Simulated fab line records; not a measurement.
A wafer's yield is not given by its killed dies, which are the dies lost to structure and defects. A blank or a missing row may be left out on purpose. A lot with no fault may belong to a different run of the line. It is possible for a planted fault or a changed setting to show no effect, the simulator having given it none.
Which tool did it? | flow nandHarc | 6 lots with 18 wafers sampled at 4 steps, on a route of 1159 steps

WHAT THE GAUGES READ, wafer by wafer
NHARC_A_SOURCE_PLATE_THK_MEAS_09: measures by ellipsometry.
lot  | measured     | on           | thkNm (nm)
L843 | day 7 13:10  | filmMetro-01 | 8.8 11.2 10.2
L845 | day 7 19:58  | filmMetro-02 | 9.3 10.6 9.9
L847 | day 8 12:23  | filmMetro-01 | 8.5 8.9 11.7
L850 | day 8 23:21  | filmMetro-01 | 9.3 10.8 9.5
L852 | day 10 10:20 | filmMetro-02 | 16.0 16.1 14.7
L863 | day 12 09:35 | filmMetro-01 | 11.0 10.0 9.1

TOOL THAT RAN EACH LOT (tool first, then ch and the chambers of the sampled wafers, then the start)
lot  | NHARC_P_BONDPAD_PVD_27                 | NHARC_P_BONDPAD_ANNEAL_28       | NHARC_A_SOURCE_PLATE_OXIDE_02
L843 | pvdSputter-03, day 7 03:04 or earlier  | rtpAnneal-01 ch 0, day 7 03:04  | furnace-03 ch 0, day 7 09:02
L845 | pvdSputter-01, day 7 10:24 or earlier  | rtpAnneal-02 ch 0, day 7 10:24  | furnace-02 ch 0, day 7 15:53
L847 | pvdSputter-03, day 8 01:45 or earlier  | rtpAnneal-01 ch 0, day 8 01:45  | furnace-02 ch 0, day 8 08:20
L850 | pvdSputter-03, day 8 12:14 or earlier  | rtpAnneal-01 ch 0, day 8 12:14  | furnace-03 ch 0, day 8 19:14
L852 | pvdSputter-03, day 9 18:56 or earlier  | rtpAnneal-01 ch 0, day 9 18:56  | furnace-03 ch 0, day 10 02:02
L863 | pvdSputter-01, day 11 22:38 or earlier | rtpAnneal-02 ch 0, day 11 22:38 | furnace-02 ch 0, day 12 05:33
- NHARC_P_BONDPAD_PVD_27: deposits Cu, target thk 30 nm, time 20.49 s.
- NHARC_P_BONDPAD_ANNEAL_28: time 90 s.
- NHARC_A_SOURCE_PLATE_OXIDE_02: material SiO2, target thk 10 nm, ox time 1362 s.

THE ANSWER, worked out from the rows above alone
Rule: the lots themselves supply what counts as usual. The widest of any qualifying gaps counts: lots, ordered by their means at a reading, are off when they make up no more than a third of the lots, leave a main group of 4 or more, and stand apart from it by 3 or more times the standard deviation of that group's means. A main group whose means are all the same, to the digits that the tables above print for the reading, isn't used. Also off: a lot with no number at a reading for which 4 or more lots have one. The other lots that the step has rows for count as sound.
Off at NHARC_A_SOURCE_PLATE_THK_MEAS_09 (thkNm): L852. For the main group the mean is 9.9 nm and the standard deviation 0.13.
If a tool, at a process step before that reading, ran all the lots that are off and no sound lot after the first of them, it fits. The gauges at NHARC_A_SOURCE_PLATE_THK_MEAS_09 are tried like those tools. NHARC_P_BONDPAD_PVD_27: start missing for some lots; hours and lot order therefore follow NHARC_P_BONDPAD_ANNEAL_28. Can't be told from this: 4 tools fit, pvdSputter-03 at NHARC_P_BONDPAD_PVD_27, rtpAnneal-01 at NHARC_P_BONDPAD_ANNEAL_28, furnace-03 at NHARC_A_SOURCE_PLATE_OXIDE_02, filmMetro-02 at NHARC_A_SOURCE_PLATE_THK_MEAS_09.

WHAT THE SIMULATOR HAD PUT IN
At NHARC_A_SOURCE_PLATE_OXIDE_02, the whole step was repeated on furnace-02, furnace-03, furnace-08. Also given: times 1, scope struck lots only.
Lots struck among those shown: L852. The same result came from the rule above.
